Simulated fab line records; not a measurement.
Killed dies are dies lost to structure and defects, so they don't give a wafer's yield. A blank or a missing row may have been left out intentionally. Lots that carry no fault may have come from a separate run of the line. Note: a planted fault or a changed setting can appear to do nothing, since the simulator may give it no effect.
Which tool is to blame? | flow nand harc | 24 lots, 72 wafers sampled, at 6 steps of a route of 1159

WHAT THE GAUGES READ, wafer by wafer
Not one reading of a measure or inspect step in the record can be checked against a usual standard deviation.

WHICH TOOL RAN EACH LOT (tool, then ch and the chambers of the sampled wafers, then the start)
lot  | NHARC_A_SLIT_DEP_25             | NHARC_A_SLIT_STRIP_18                         | NHARC_A_CONTACT_DEP_24          | NHARC_A_CONTACT_ETCH_119             | NHARC_A_CONTACT_ETCH_122             | NHARC_A_CONTACT_ETCH_123
L074 | pecvd-02 ch 0,1,2, day 14 03:57 | rie diel-05 ch 2,3, day 16 01:11 or earlier   | pecvd-01 ch 0,1, day 16 01:11   | har cap etch-01 ch 0,1, day 16 07:19 | har cap etch-01 ch 0,1, day 16 07:35 | har cap etch-01 ch 0,1, day 16 07:43
L075 | pecvd-04 ch 0,1,2, day 14 22:28 | rie diel-05 ch 0,2,3, day 16 19:44 or earlier | pecvd-01 ch 0,1, day 16 19:44   | har cap etch-01 ch 0,1, day 17 01:38 | har cap etch-01 ch 0,1, day 17 01:55 | har cap etch-01 ch 0,1, day 17 02:05
L077 | pecvd-04 ch 0,1,2, day 14 22:35 | rie diel-01 ch 0,2,3, day 16 18:13 or earlier | pecvd-03 ch 0,2, day 16 18:13   | har cap etch-02 ch 0,1, day 17 00:32 | har cap etch-02 ch 0,1, day 17 00:48 | har cap etch-02 ch 0,1, day 17 00:56
L076 | pecvd-04 ch 1,2, day 15 01:57   | rie diel-01 ch 1,2, day 17 12:40 or earlier   | pecvd-01 ch 0,2, day 17 12:40   | har cap etch-03 ch 0,1, day 17 18:26 | har cap etch-03 ch 0,1, day 17 18:42 | har cap etch-03 ch 0,1, day 17 18:50
L079 | pecvd-01 ch 1,2, day 15 02:12   | rie diel-01 ch 1,2, day 17 13:16 or earlier   | pecvd-01 ch 1,2, day 17 13:16   | har cap etch-01 ch 0,1, day 17 19:13 | har cap etch-01 ch 0,1, day 17 19:29 | har cap etch-01 ch 0,1, day 17 19:37
L078 | pecvd-04 ch 1,2, day 15 09:20   | rie diel-01 ch 2,3, day 17 08:59 or earlier   | pecvd-04 ch 1,2, day 17 08:59   | har cap etch-02 ch 0,1, day 17 16:13 | har cap etch-02 ch 0,1, day 17 16:29 | har cap etch-02 ch 0,1, day 17 16:37
L080 | pecvd-04 ch 1,2, day 15 09:34   | rie diel-03 ch 0,1, day 17 17:32 or earlier   | pecvd-01 ch 1,2, day 17 17:32   | har cap etch-02 ch 0,1, day 17 23:41 | har cap etch-02 ch 0,1, day 17 23:58 | har cap etch-02 ch 0,1, day 18 00:05
L081 | pecvd-02 ch 0,1,2, day 15 14:36 | rie diel-05 ch 0,1,2, day 17 21:32 or earlier | pecvd-01 ch 1,2, day 17 21:32   | har cap etch-03 ch 0,1, day 18 04:27 | har cap etch-03 ch 0,1, day 18 04:44 | har cap etch-03 ch 0,1, day 18 04:52
L083 | pecvd-04 ch 0,2, day 16 06:23   | rie diel-01 ch 0,1,3, day 18 03:07 or earlier | pecvd-01 ch 0,1,2, day 18 03:07 | har cap etch-02 ch 0,1, day 18 09:43 | har cap etch-02 ch 0,1, day 18 09:59 | har cap etch-02 ch 0,1, day 18 10:09
L082 | pecvd-02 ch 0,1,2, day 16 06:26 | rie diel-05 ch 1,3, day 18 14:21 or earlier   | pecvd-03 ch 0,1,2, day 18 14:21 | har cap etch-01 ch 1, day 18 20:59   | har cap etch-01 ch 1, day 18 21:16   | har cap etch-01 ch 1, day 18 21:24
L085 | pecvd-02 ch 1,2, day 16 23:31   | rie diel-01 ch 0,1, day 18 22:22 or earlier   | pecvd-03 ch 1,2, day 18 22:22   | har cap etch-01 ch 0,1, day 19 04:40 | har cap etch-01 ch 0,1, day 19 05:02 | har cap etch-01 ch 0,1, day 19 05:09
L084 | pecvd-02 ch 0,1, day 16 23:47   | rie diel-03 ch 0,1,2, day 18 22:40 or earlier | pecvd-03 ch 0,1, day 18 22:40   | har cap etch-03 ch 0, day 19 04:36   | har cap etch-03 ch 0, day 19 04:52   | har cap etch-03 ch 0, day 19 05:00
L086 | pecvd-02 ch 0,1,2, day 17 08:36 | rie diel-03 ch 1,2,3, day 19 06:04 or earlier | pecvd-04 ch 0,1, day 19 06:04   | har cap etch-01 ch 0,1, day 19 14:20 | har cap etch-01 ch 0,1, day 19 14:36 | har cap etch-01 ch 0,1, day 19 14:42
L087 | pecvd-04 ch 0,1, day 17 08:36   | rie diel-05 ch 0,1,3, day 19 14:34 or earlier | pecvd-04 ch 0,1, day 19 14:34   | har cap etch-03 ch 0,1, day 19 20:41 | har cap etch-03 ch 0,1, day 19 20:58 | har cap etch-03 ch 0,1, day 19 21:03
L088 | pecvd-01 ch 0,1, day 17 08:41   | rie diel-01 ch 0,1,2, day 19 05:53 or earlier | pecvd-01 ch 0,2, day 19 05:53   | har cap etch-02 ch 0,1, day 19 13:11 | har cap etch-02 ch 0,1, day 19 13:28 | har cap etch-02 ch 0,1, day 19 13:33
L089 | pecvd-04 ch 0,2, day 17 19:20   | rie diel-03 ch 0,1,2, day 19 19:28 or earlier | pecvd-01 ch 0,1, day 19 19:28   | har cap etch-02 ch 0, day 20 02:33   | har cap etch-02 ch 0, day 20 02:50   | har cap etch-02 ch 0, day 20 02:55
L090 | pecvd-04 ch 0,2, day 17 19:45   | rie diel-05 ch 1,2, day 19 16:19 or earlier   | pecvd-04 ch 0,1, day 19 16:19   | har cap etch-03 ch 0,1, day 19 22:49 | har cap etch-03 ch 0,1, day 19 23:05 | har cap etch-03 ch 0,1, day 19 23:13
L092 | pecvd-02 ch 1,2, day 18 09:31   | rie diel-01 ch 0,2, day 20 08:28 or earlier   | pecvd-04 ch 0,1,2, day 20 08:28 | har cap etch-03 ch 0,1, day 20 15:58 | har cap etch-03 ch 0,1, day 20 16:20 | har cap etch-03 ch 0,1, day 20 16:31
L091 | pecvd-04 ch 0,1,2, day 18 09:36 | rie diel-03 ch 0,2,3, day 20 07:25 or earlier | pecvd-04 ch 0,1, day 20 07:25   | har cap etch-01 ch 0,1, day 20 14:00 | har cap etch-01 ch 0,1, day 20 14:17 | har cap etch-01 ch 0,1, day 20 14:25
L093 | pecvd-01 ch 0,1,2, day 18 09:39 | rie diel-01 ch 0,2,3, day 20 16:26 or earlier | pecvd-04 ch 0,1,2, day 20 16:26 | har cap etch-02 ch 0,1, day 20 22:25 | har cap etch-02 ch 0,1, day 20 22:41 | har cap etch-02 ch 0,1, day 20 22:49
L094 | pecvd-01 ch 0,2, day 19 05:35   | rie diel-01 ch 0,1, day 21 12:56 or earlier   | pecvd-01 ch 0,1,2, day 21 12:56 | har cap etch-03 ch 0,1, day 21 18:46 | har cap etch-03 ch 0,1, day 21 19:03 | har cap etch-03 ch 0,1, day 21 19:15
L097 | pecvd-02 ch 0,2, day 19 05:40   | rie diel-03 ch 1,2,3, day 21 08:42 or earlier | pecvd-01 ch 0,2, day 21 08:42   | har cap etch-02 ch 0,1, day 21 14:26 | har cap etch-02 ch 0,1, day 21 14:43 | har cap etch-02 ch 0,1, day 21 14:50
L095 | pecvd-04 ch 0,1, day 19 05:40   | rie diel-01 ch 0,1,2, day 21 13:22 or earlier | pecvd-03 ch 1,2, day 21 13:22   | har cap etch-01 ch 0,1, day 21 19:33 | har cap etch-01 ch 0,1, day 21 19:49 | har cap etch-01 ch 0,1, day 21 19:55
L096 | pecvd-04 ch 0,1,2, day 19 18:34 | rie diel-03 ch 0,1,2, day 21 18:30 or earlier | pecvd-04 ch 0,2, day 21 18:30   | har cap etch-03 ch 0,1, day 22 00:29 | har cap etch-03 ch 0,1, day 22 00:45 | har cap etch-03 ch 0,1, day 22 00:50
- NHARC_A_SLIT_DEP_25: deposits SiO2, target thk 200 nm.
- NHARC_A_SLIT_STRIP_18: strips in O2.
- NHARC_A_CONTACT_DEP_24: deposits SiO2, target thk 500 nm.
- NHARC_A_CONTACT_ETCH_119: etches the open film in C4F8/O2/Ar, time 94 s, target depth 922 nm.
- NHARC_A_CONTACT_ETCH_122: etches the open film in C4F8/O2/Ar, time 95 s, target depth 930 nm.
- NHARC_A_CONTACT_ETCH_123: etches the open film in C4F8/O2/Ar, time 253 s, target depth 1090 nm.

AS READ BY THE TOOLS THEMSELVES (means over the sampled wafers that have a number; for cases with no such wafer, the mark the record gives instead)
NHARC_A_SLIT_DEP_25.
lot  | tool     | heater power w (W) | throttle valve pct (%)
L074 | pecvd-02 | 596                | 16.6
L075 | pecvd-04 | 636                | 16.0
L077 | pecvd-04 | 590                | 16.1
L076 | pecvd-04 | 602                | 15.4
L079 | pecvd-01 | 609                | 16.0
L078 | pecvd-04 | 638                | 15.6
L080 | pecvd-04 | 580                | 15.6
L081 | pecvd-02 | 586                | 15.9
L083 | pecvd-04 | 620                | 16.4
L082 | pecvd-02 | 604                | 16.0
L085 | pecvd-02 | 570                | 15.7
L084 | pecvd-02 | 575                | 15.8
L086 | pecvd-02 | 565                | 15.8
L087 | pecvd-04 | 513                | 15.9
L088 | pecvd-01 | 538                | 14.9
L089 | pecvd-04 | 587                | 16.0
L090 | pecvd-04 | 694                | 15.5
L092 | pecvd-02 | 557                | 15.8
L091 | pecvd-04 | 576                | 15.8
L093 | pecvd-01 | 575                | 15.9
L094 | pecvd-01 | 654                | 15.7
L097 | pecvd-02 | 637                | 16.1
L095 | pecvd-04 | 508                | 16.0
L096 | pecvd-04 | 581                | 15.9

NHARC_A_SLIT_STRIP_18.
lot  | tool        | drypump motor current A (A) | o2 flow sccm (sccm) | oes product au (a.u.) | rf vpp V (V) | showerhead plenum p Torr (Torr) | throttle valve pct (%)
L074 | rie diel-05 | 6.3                         | 499.7               | 0.993                 | 57.8         | 3.59                            | 17.029
L075 | rie diel-05 | 5.9                         | 499.5               | 0.999                 | 58.1         | 3.53                            | 17.039
L077 | rie diel-01 | 6.1                         | 500.7               | 1.010                 | 58.3         | 3.56                            | 17.039
L076 | rie diel-01 | 5.4                         | 499.9               | 1.000                 | 57.5         | 3.66                            | 17.044
L079 | rie diel-01 | 5.4                         | 501.0               | 1.000                 | 58.8         | 3.57                            | 17.035
L078 | rie diel-01 | 5.8                         | 500.5               | 1.009                 | 58.4         | 3.60                            | 17.039
L080 | rie diel-03 | 5.5                         | 499.1               | 0.994                 | 57.7         | 3.36                            | 17.025
L081 | rie diel-05 | 5.5                         | 500.0               | 0.999                 | 57.4         | 3.46                            | 17.037
L083 | rie diel-01 | 6.2                         | 499.6               | 0.989                 | 57.5         | 3.48                            | 17.029
L082 | rie diel-05 | 5.4                         | 499.9               | 1.000                 | 56.7         | 3.40                            | 17.033
L085 | rie diel-01 | 6.0                         | 498.9               | 0.994                 | 58.1         | 3.59                            | 17.033
L084 | rie diel-03 | 5.8                         | 500.5               | 1.007                 | 57.8         | 3.34                            | 17.037
L086 | rie diel-03 | 5.8                         | 500.0               | 1.001                 | 57.4         | 3.36                            | 17.037
L087 | rie diel-05 | 5.4                         | 498.6               | 0.997                 | 56.9         | 3.41                            | 17.034
L088 | rie diel-01 | 5.7                         | 498.8               | 0.989                 | 58.7         | 3.62                            | 17.035
L089 | rie diel-03 | 5.7                         | 501.2               | 1.004                 | 58.2         | 3.34                            | 17.035
L090 | rie diel-05 | 6.1                         | 501.5               | 0.999                 | 58.2         | 3.56                            | 17.040
L092 | rie diel-01 | 6.0                         | 500.9               | 1.001                 | 58.4         | 3.67                            | 17.033
L091 | rie diel-03 | 6.0                         | 501.2               | 0.999                 | 56.1         | 3.38                            | 17.045
L093 | rie diel-01 | 6.1                         | 499.4               | 1.000                 | 58.7         | 3.56                            | 17.032
L094 | rie diel-01 | 6.0                         | 499.2               | 0.999                 | 57.9         | 3.59                            | 17.033
L097 | rie diel-03 | 5.8                         | 499.4               | 0.998                 | 57.1         | 3.36                            | 17.043
L095 | rie diel-01 | 5.7                         | 501.3               | 0.996                 | 57.6         | 3.62                            | 17.037
L096 | rie diel-03 | 5.7                         | 500.1               | 1.012                 | 57.5         | 3.34                            | 17.047

NHARC_A_CONTACT_DEP_24.
lot  | tool     | heater power w (W) | throttle valve pct (%)
L074 | pecvd-01 | 580                | 15.4
L075 | pecvd-01 | 586                | 15.4
L077 | pecvd-03 | 527                | 14.9
L076 | pecvd-01 | 560                | 15.3
L079 | pecvd-01 | 642                | 16.6
L078 | pecvd-04 | 668                | 15.4
L080 | pecvd-01 | 623                | 16.5
L081 | pecvd-01 | 627                | 16.6
L083 | pecvd-01 | 607                | 15.9
L082 | pecvd-03 | 563                | 15.5
L085 | pecvd-03 | 571                | 15.9
L084 | pecvd-03 | 551                | 16.0
L086 | pecvd-04 | 613                | 16.3
L087 | pecvd-04 | 560                | 16.2
L088 | pecvd-01 | 602                | 15.1
L089 | pecvd-01 | 522                | 14.7
L090 | pecvd-04 | 553                | 16.2
L092 | pecvd-04 | 596                | 15.9
L091 | pecvd-04 | 538                | 16.1
L093 | pecvd-04 | 613                | 15.8
L094 | pecvd-01 | 614                | 15.4
L097 | pecvd-01 | 688                | 15.9
L095 | pecvd-03 | 574                | 15.0
L096 | pecvd-04 | 620                | 16.1

NHARC_A_CONTACT_ETCH_119.
lot  | tool            | oes air line au (a.u.)
L074 | har cap etch-01 | 1.011
L075 | har cap etch-01 | 0.981
L077 | har cap etch-02 | 1.012
L076 | har cap etch-03 | 1.016
L079 | har cap etch-01 | 1.001
L078 | har cap etch-02 | 1.001
L080 | har cap etch-02 | 1.038
L081 | har cap etch-03 | 1.007
L083 | har cap etch-02 | 0.979
L082 | har cap etch-01 | 1.009
L085 | har cap etch-01 | 1.020
L084 | har cap etch-03 | 0.975
L086 | har cap etch-01 | 1.009
L087 | har cap etch-03 | 0.998
L088 | har cap etch-02 | 1.024
L089 | har cap etch-02 | 0.993
L090 | har cap etch-03 | 0.997
L092 | har cap etch-03 | 1.000
L091 | har cap etch-01 | 1.007
L093 | har cap etch-02 | 0.991
L094 | har cap etch-03 | 1.004
L097 | har cap etch-02 | 1.000
L095 | har cap etch-01 | 0.988
L096 | har cap etch-03 | 0.980

NHARC_A_CONTACT_ETCH_122.
lot  | tool            | oes air line au (a.u.)
L074 | har cap etch-01 | 1.010
L075 | har cap etch-01 | 0.989
L077 | har cap etch-02 | 0.987
L076 | har cap etch-03 | 0.996
L079 | har cap etch-01 | 1.028
L078 | har cap etch-02 | 1.031
L080 | har cap etch-02 | 1.006
L081 | har cap etch-03 | 1.028
L083 | har cap etch-02 | 1.001
L082 | har cap etch-01 | 1.034
L085 | har cap etch-01 | 0.987
L084 | har cap etch-03 | 0.994
L086 | har cap etch-01 | 1.012
L087 | har cap etch-03 | 0.999
L088 | har cap etch-02 | 1.008
L089 | har cap etch-02 | 0.991
L090 | har cap etch-03 | 1.008
L092 | har cap etch-03 | 1.008
L091 | har cap etch-01 | 0.988
L093 | har cap etch-02 | 0.987
L094 | har cap etch-03 | 0.992
L097 | har cap etch-02 | 0.991
L095 | har cap etch-01 | 0.999
L096 | har cap etch-03 | 1.004

NHARC_A_CONTACT_ETCH_123.
lot  | tool            | oes air line au (a.u.)
L074 | har cap etch-01 | 0.990
L075 | har cap etch-01 | 1.016
L077 | har cap etch-02 | 1.007
L076 | har cap etch-03 | 0.987
L079 | har cap etch-01 | 0.991
L078 | har cap etch-02 | 0.994
L080 | har cap etch-02 | 1.013
L081 | har cap etch-03 | 1.005
L083 | har cap etch-02 | 0.982
L082 | har cap etch-01 | 1.009
L085 | har cap etch-01 | 0.999
L084 | har cap etch-03 | 0.984
L086 | har cap etch-01 | 0.987
L087 | har cap etch-03 | 0.988
L088 | har cap etch-02 | 0.995
L089 | har cap etch-02 | 1.002
L090 | har cap etch-03 | 1.011
L092 | har cap etch-03 | 1.011
L091 | har cap etch-01 | 0.983
L093 | har cap etch-02 | 0.998
L094 | har cap etch-03 | 0.983
L097 | har cap etch-02 | 1.013
L095 | har cap etch-01 | 1.015
L096 | har cap etch-03 | 1.013

THE ANSWER, worked out from the rows above alone
Rule: the usual values come from the lots themselves. Put in order of their means at a reading, lots are off if they are a third of the lots or fewer, leave a main group of 4 or more, and stand apart from it by a gap of 3 or more times the standard deviation of the main group's means; of several such gaps the widest counts. The tables above print the reading to a certain number of digits; a main group whose means all agree to those digits is not used. Also off: a lot with no number at a reading for which 4 or more lots have one. All remaining lots with rows at the step are treated as sound. First the gauges in route order, then the tools' own readings, where a lot's mean is used as printed above. The first step at which some lot is off is used, and at that step the reading that is off furthest; a lot without a number counts as furthest.
No lot is off on any of the readings shown, so nothing can be concluded from this.

WHAT THE SIMULATOR HAD PUT IN
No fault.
